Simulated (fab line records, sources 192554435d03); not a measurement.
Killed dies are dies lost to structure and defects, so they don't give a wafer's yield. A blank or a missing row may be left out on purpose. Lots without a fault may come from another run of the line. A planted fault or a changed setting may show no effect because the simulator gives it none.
Chamber matching | flow n5_finfet | N5_BEOL_M9_DESCUM_33 on rie_diel-03: 4 sister chambers
The step chemistry O2, time 7 s. 4 wafers are shown with their chamber, then 9 later ones without.

WAFERS WITH THEIR CHAMBER
wafer  | chamber | showerhead_plenum_p_Torr (Torr)
L087.4 | 1       | 1.98
L093.2 | 2       | 2.07
L093.4 | 0       | 2.11
L093.6 | 3       | 2.22

WAFERS WITHOUT THEIR CHAMBER
wafer  | showerhead_plenum_p_Torr (Torr)
L094.2 | 2.22
L094.3 | 1.98
L094.5 | 2.07
L095.1 | 2.22
L095.4 | 1.98
L095.6 | 2.11
L097.2 | 2.21
L097.5 | 2.21
L097.6 | 2.06

WHICH CHAMBER EACH WENT THROUGH
wafer  | from the rows above | in truth
L094.2 | 3                   | 3
L094.3 | 1                   | 1
L094.5 | 2                   | 2
L095.1 | 3                   | 3
L095.4 | 1                   | 1
L095.6 | 0                   | 0
L097.2 | 3                   | 3
L097.5 | 3                   | 3
L097.6 | 2                   | 2
Placed correctly: 9 of 9. Can't be placed from these rows: 0. Placed wrongly: 0.
How it was worked out, from the rows above alone: a wafer's distance from a chamber is the root of the sum, over the readings, of the square of ((its reading less the chamber's mean) divided by the reading's scatter). The wafer belongs to the nearest chamber; if the next one is less than 2 further off, it can't be placed. A chamber's mean is the mean of its shown wafers. The scatter: with one shown wafer a chamber, the root of the mean of the squares of how far each hidden wafer lies from its nearest shown one.
